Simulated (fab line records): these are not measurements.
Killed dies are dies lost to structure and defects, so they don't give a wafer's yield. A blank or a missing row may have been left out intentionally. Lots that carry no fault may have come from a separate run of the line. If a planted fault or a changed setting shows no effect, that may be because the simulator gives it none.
fab line records	flow nandHarc
[record] lots = 12	wafers = 36	lastDay = 34
route steps=1302 shown A_CHANNEL_HOLE_D1@475 A_CHANNEL_FILL_D1@495
lots that met no fault: from a run of the same line without faults
startH: start of the lot's first displayed wafer, in hours after the record's first day	waitH: time in hours since the lot's previous step	" as in the row above	L1.1+2: several wafers, shown together as one row	- either no value or no given start	* or withheld: withheld	< > ~ a bound
route shown NAME@n: a module of which the file shows steps, and the number in the route of the first	usual: mean/standard deviation taken from wafers without a fault	same: alike in all rows	chamber/n: place in a boat	sites: readings site by site	_std_site: standard deviation of those values	_edge_site: mean of outer sites minus mean of inner sites	radiusMm: how far each site lies from the wafer's centre	mask NAME#n: copy n	behind: the tool/chamber that last shaped the wafer	hold: what put the lot on hold/how long, in hours/how the hold closed	device: transistor that didn't switch, given as n, p or np	end of line: the tests these same wafers got at the end of their route	a step with no rows: only its recipe	killed: not the wafer's yield, but the dies lost to structure and defects at the first sort	map: a wafer's dies, x killed, . not, _ none there
set.NAME: the setting as run; set.NAME@STEP: as run at that earlier step	model.NAME: the simulator's own value behind a step, which no gauge read
a sample of lots followed through the steps of the route, with each step as a table and each wafer as a row
services: from which hour (startH, from the record's first day; less than 0 if before it) a tool's chamber was out of use, for how many hours, and why
[[steps]]
[step NHARC_A_CHANNEL_HOLE_D1_ETCH_23]
[recipe] biasV = 5000	sourceW = withheld	pressureMtorr = 20	timeS = 819	arFlowSccm = 375	c4f8FlowSccm = 89.3	o2FlowSccm = 35.7	tempC = -20	targetDepthA = 16000	chemistry = C4F8/O2/Ar
[usual] drypumpMotorCurrentA = 5.5/0.37	showerheadPlenumPTorr = 3.58/0.17	throttleValvePct = 32.154/0.0084
lot.wafer	tool	chamber	startH	waitH	drypumpMotorCurrentA	rfHoursCounterH	showerheadPlenumPTorr	throttleValvePct
L443.2	harEtch-01	1	216.27	0.5	4.9	101	3.72	32.141
L443.1	"	0	"	"	5.6	101	3.52	32.139
L443.3	"	0	"	"	5.6	-	3.52	32.152
L444.2	harEtch-02	1	217.43	0.5	5.8	319	3.44	32.156
L444.1	"	0	"	"	5.8	304	3.46	32.160
L444.6	"	1	"	"	5.8	-	3.44	32.146
L447.1	harEtch-02	1	244.61	0.5	5.8	334	3.43	32.156
L447.2	"	0	"	"	5.8	319	3.45	32.146
L447.4	"	1	"	"	5.8	-	3.43	32.147
L446.2	harEtch-01	1	244.88	0.5	4.9	120	3.71	32.155
L446.3	"	1	"	"	4.9	-	3.71	32.167
L446.4	"	0	"	"	5.6	-	3.51	32.154
L448.1	harEtch-01	0	267.82	0.5	5.6	132	3.51	32.159
L448.3	"	1	"	"	4.9	-	3.71	32.142
L448.5	"	1	"	"	4.9	-	3.71	32.155
L455.1	harEtch-01	1	337.86	0.5	4.9	173	3.68	32.159
L455.2	"	0	"	"	5.6	173	3.49	32.153
L455.3	"	0	"	"	5.6	-	3.49	32.160
L456.3	harEtch-01	0	345.34	0.5	5.6	-	3.48	32.155
L456.5	"	0	"	"	5.6	-	3.48	32.142
L456.6	"	1	"	"	4.9	-	3.68	32.143
L457.1	harEtch-01	1	357.26	0.5	4.9	189	3.68	32.152
L457.3	"	1	"	"	4.9	-	3.68	32.145
L457.4	"	0	"	"	5.6	-	3.48	32.146
L458.1	harEtch-02	1	369.61	0.5	5.8	403	3.40	32.146
L458.4	"	1	"	"	5.8	-	3.40	32.147
L458.3	"	0	"	"	5.7	-	3.41	32.139
L459.2	harEtch-01	0	389.91	0.5	5.6	208	3.47	32.161
L459.4	"	1	"	"	4.9	-	3.67	32.159
L459.5	"	1	"	"	4.9	-	3.67	32.157
L462.1	harEtch-02	0	404.60	0.5	5.7	5	3.93	32.163
L462.3	"	1	"	"	5.8	-	3.93	32.173
L462.4	"	0	"	"	5.8	-	3.93	32.163
L463.3	harEtch-02	0	413.13	0.5	5.8	-	3.93	32.138
L463.4	"	1	"	"	5.8	-	3.93	32.153
L463.6	"	0	"	"	5.7	-	3.93	32.155
[step NHARC_A_CHANNEL_HOLE_D1_ETCH_25]
[recipe] biasV = 5000	sourceW = withheld	pressureMtorr = 20	timeS = 1040.2	arFlowSccm = 375	c4f8FlowSccm = 93.8	o2FlowSccm = 31.2	tempC = -20	targetDepthA = 15000	chemistry = C4F8/O2/Ar
[usual] drypumpMotorCurrentA = 5.5/0.37	showerheadPlenumPTorr = 3.57/0.17	throttleValvePct = 32.235/0.0094
lot.wafer	tool	chamber	startH	waitH	drypumpMotorCurrentA	rfHoursCounterH	showerheadPlenumPTorr	throttleValvePct
L443.2	harEtch-01	1	217.74	0.6	4.9	102	3.72	32.237
L443.1	"	0	"	"	5.6	102	3.52	32.253
L443.3	"	0	"	"	5.6	-	3.52	32.240
L444.2	harEtch-02	1	218.91	0.6	5.8	320	3.44	32.229
L444.1	"	0	"	"	5.7	305	3.45	32.239
L444.6	"	1	"	"	5.8	-	3.44	32.235
L447.1	harEtch-02	1	246.06	0.6	5.8	336	3.43	32.225
L447.2	"	0	"	"	5.7	321	3.44	32.221
L447.4	"	1	"	"	5.8	-	3.43	32.223
L446.2	harEtch-01	1	246.34	0.6	4.9	122	3.71	32.247
L446.3	"	1	"	"	4.9	-	3.71	32.232
L446.4	"	0	"	"	5.6	-	3.51	32.242
L448.1	harEtch-01	0	269.28	0.6	5.6	133	3.50	32.248
L448.3	"	1	"	"	4.9	-	3.70	32.239
L448.5	"	1	"	"	4.9	-	3.70	32.230
L455.1	harEtch-01	1	339.34	0.7	4.9	175	3.68	32.237
L455.2	"	0	"	"	5.6	175	3.48	32.242
L455.3	"	0	"	"	5.6	-	3.48	32.222
L456.3	harEtch-01	0	346.87	0.7	5.6	-	3.48	32.239
L456.5	"	0	"	"	5.6	-	3.48	32.231
L456.6	"	1	"	"	4.9	-	3.68	32.239
L457.1	harEtch-01	1	358.74	0.6	4.9	190	3.67	32.232
L457.3	"	1	"	"	4.9	-	3.67	32.247
L457.4	"	0	"	"	5.6	-	3.47	32.228
L458.1	harEtch-02	1	371.07	0.6	5.8	404	3.39	32.221
L458.4	"	1	"	"	5.9	-	3.39	32.224
L458.3	"	0	"	"	5.8	-	3.41	32.249
L459.2	harEtch-01	0	391.36	0.6	5.6	209	3.46	32.227
L459.4	"	1	"	"	4.9	-	3.66	32.242
L459.5	"	1	"	"	4.9	-	3.66	32.219
L462.1	harEtch-02	0	406.10	0.7	5.8	7	3.92	32.221
L462.3	"	1	"	"	5.8	-	3.92	32.234
L462.4	"	0	"	"	5.7	-	3.92	32.227
L463.3	harEtch-02	0	414.66	0.7	5.7	-	3.92	32.228
L463.4	"	1	"	"	5.8	-	3.92	32.233
L463.6	"	0	"	"	5.8	-	3.92	32.230
[step NHARC_A_CHANNEL_HOLE_D1_ETCH_33]
[recipe] biasV = 400	sourceW = 2000	pressureMtorr = 25	timeS = 90	arFlowSccm = 375	c4f8FlowSccm = 41.7	o2FlowSccm = 83.3	tempC = -20	targetDepthA = 4000	chemistry = C4F8/O2/Ar
[usual] drypumpMotorCurrentA = 5.5/0.37	showerheadPlenumPTorr = 3.61/0.18	throttleValvePct = 27.620/0.0088
lot.wafer	tool	chamber	startH	waitH	drypumpMotorCurrentA	rfHoursCounterH	showerheadPlenumPTorr	throttleValvePct
L443.2	harEtch-01	1	218.82	0.2	4.9	103	3.76	27.635
L443.1	"	0	"	"	5.6	103	3.56	27.637
L443.3	"	0	"	"	5.6	-	3.56	27.629
L444.2	harEtch-02	1	219.99	0.2	5.8	321	3.47	27.617
L444.1	"	0	"	"	5.8	306	3.49	27.630
L444.6	"	1	"	"	5.8	-	3.47	27.630
L447.1	harEtch-02	1	247.13	0.2	5.8	337	3.46	27.619
L447.2	"	0	"	"	5.8	321	3.48	27.609
L447.4	"	1	"	"	5.8	-	3.46	27.620
L446.2	harEtch-01	1	247.41	0.2	4.9	123	3.75	27.624
L446.3	"	1	"	"	4.9	-	3.75	27.602
L446.4	"	0	"	"	5.6	-	3.55	27.625
L448.1	harEtch-01	0	270.37	0.2	5.6	134	3.54	27.600
L448.3	"	1	"	"	4.9	-	3.75	27.634
L448.5	"	1	"	"	4.9	-	3.75	27.615
L455.1	harEtch-01	1	340.43	0.2	4.9	176	3.72	27.625
L455.2	"	0	"	"	5.6	176	3.52	27.619
L455.3	"	0	"	"	5.6	-	3.52	27.623
L456.3	harEtch-01	0	347.72	0.2	5.6	-	3.51	27.612
L456.5	"	0	"	"	5.6	-	3.52	27.620
L456.6	"	1	"	"	4.9	-	3.72	27.616
L457.1	harEtch-01	1	359.80	0.2	4.9	191	3.71	27.624
L457.3	"	1	"	"	4.9	-	3.71	27.632
L457.4	"	0	"	"	5.6	-	3.51	27.639
L458.1	harEtch-02	1	372.15	0.2	5.8	405	3.43	27.612
L458.4	"	1	"	"	5.8	-	3.43	27.614
L458.3	"	0	"	"	5.7	-	3.44	27.612
L459.2	harEtch-01	0	392.46	0.2	5.6	210	3.50	27.617
L459.4	"	1	"	"	4.9	-	3.70	27.613
L459.5	"	1	"	"	4.9	-	3.70	27.607
L462.1	harEtch-02	0	407.07	0.2	5.7	8	3.98	27.642
L462.3	"	1	"	"	5.8	-	3.98	27.616
L462.4	"	0	"	"	5.8	-	3.98	27.627
L463.3	harEtch-02	0	415.50	0.2	5.7	-	3.97	27.615
L463.4	"	1	"	"	5.8	-	3.97	27.635
L463.6	"	0	"	"	5.8	-	3.97	27.613
[step NHARC_A_CHANNEL_FILL_D1_ALD_15]
[recipe] targetThkA = 20	pulseTimeS = 60	aldCycles = 19	tempC = 630	pressureTorr = 2	material = SiNx
[usual] aldCycles = 19/0	precursorPulseHeightRel = 1.000/0.019
[same] pulseTimeS = 60
lot.wafer	tool	chamber	startH	waitH	aldCycles	precursorPulseHeightRel
L443.1	aldSinBatch-02	0	230.84	-	19	0.990
L443.2	"	0	"	"	19	1.028
L443.3	"	0	"	"	19	1.007
L444.1	aldSinBatch-02	0	230.84	-	19	0.989
L444.2	"	0	"	"	19	0.985
L444.6	"	0	"	"	19	1.004
L446.2	aldSinBatch-02	0	259.19	-	20	0.982
L446.3	"	0	"	"	20	0.996
L446.4	"	0	"	"	20	0.973
L447.1	aldSinBatch-02	0	259.19	-	20	1.010
L447.2	"	0	"	"	20	0.982
L447.4	"	0	"	"	20	0.986
L448.1	aldSinBatch-03	0	282.41	-	19	1.007
L448.3	"	0	"	"	19	0.992
L448.5	"	0	"	"	19	1.015
L455.1	aldSinBatch-01	0	352.90	3.1	19	1.025
L455.2	"	0	"	"	19	1.023
L455.3	"	0	"	"	19	0.988
L456.3	aldSinBatch-02	0	359.82	-	19	1.018
L456.5	"	0	"	"	19	0.989
L456.6	"	0	"	"	19	0.989
L457.1	aldSinBatch-03	0	371.89	-	19	0.980
L457.3	"	0	"	"	19	0.981
L457.4	"	0	"	"	19	1.010
L458.1	aldSinBatch-01	0	384.25	-	19	0.994
L458.3	"	0	"	"	19	1.000
L458.4	"	0	"	"	19	0.961
L459.2	aldSinBatch-03	0	404.76	-	19	0.986
L459.4	"	0	"	"	19	0.980
L459.5	"	0	"	"	19	1.024
L462.1	aldSinBatch-01	0	419.15	-	19	1.005
L462.3	"	0	"	"	19	1.019
L462.4	"	0	"	"	19	1.026
L463.3	aldSinBatch-03	0	427.51	-	19	1.003
L463.4	"	0	"	"	19	0.996
L463.6	"	0	"	"	19	0.966
[[services]]
tool	chamber	startH	hours	kind
aldSinBatch-02	-	266.00	26.0	pm
harEtch-01	-	284.06	2.0	repair
harEtch-02	-	377.29	17.0	pm
harEtch-02	0	377.29	17.0	ventCycle
harEtch-02	1	377.29	17.0	ventCycle
harEtch-02	0	394.29	-	clean
harEtch-02	0	394.29	-	consumableReplace:showerhead
harEtch-02	1	394.29	-	clean
harEtch-02	1	394.29	-	consumableReplace:focusRing
harEtch-02	1	394.29	-	consumableReplace:showerhead
[[key]]
[firstSign] step = NHARC_A_CHANNEL_FILL_D1_ALD_15	reading = aldCycles	direction = up	sigmas = 99+	usual = 19	struck = 20
effect none on later readings
metAt NHARC_A_CHANNEL_FILL_D1_ALD_15
struckLots L446,L447
testerLeftOut L446,L447
notActingAt NHARC_A_CHANNEL_HOLE_D1_ETCH_23,NHARC_A_CHANNEL_HOLE_D1_ETCH_25,NHARC_A_CHANNEL_HOLE_D1_ETCH_33
onsetBetween 230.84 259.19
[fault] kind = processParameterDrift	tool = aldSinBatch-02	chamber = -	onsetH = 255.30	steps = NHARC_A_CHANNEL_FILL_D1_ALD_15	channel = aldCycles	offset = 1	shape = step	endH = 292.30	actsIn = theseRecipesOnly	stated = 19
// testerLeftOut: of these lots the tester's yield and bins aren't shown, on N5 and GAA mostly nor the transistor test; their killed dies are dies lost to structure and defects alone, not to doping, threshold or leakage, so they don't give the yield
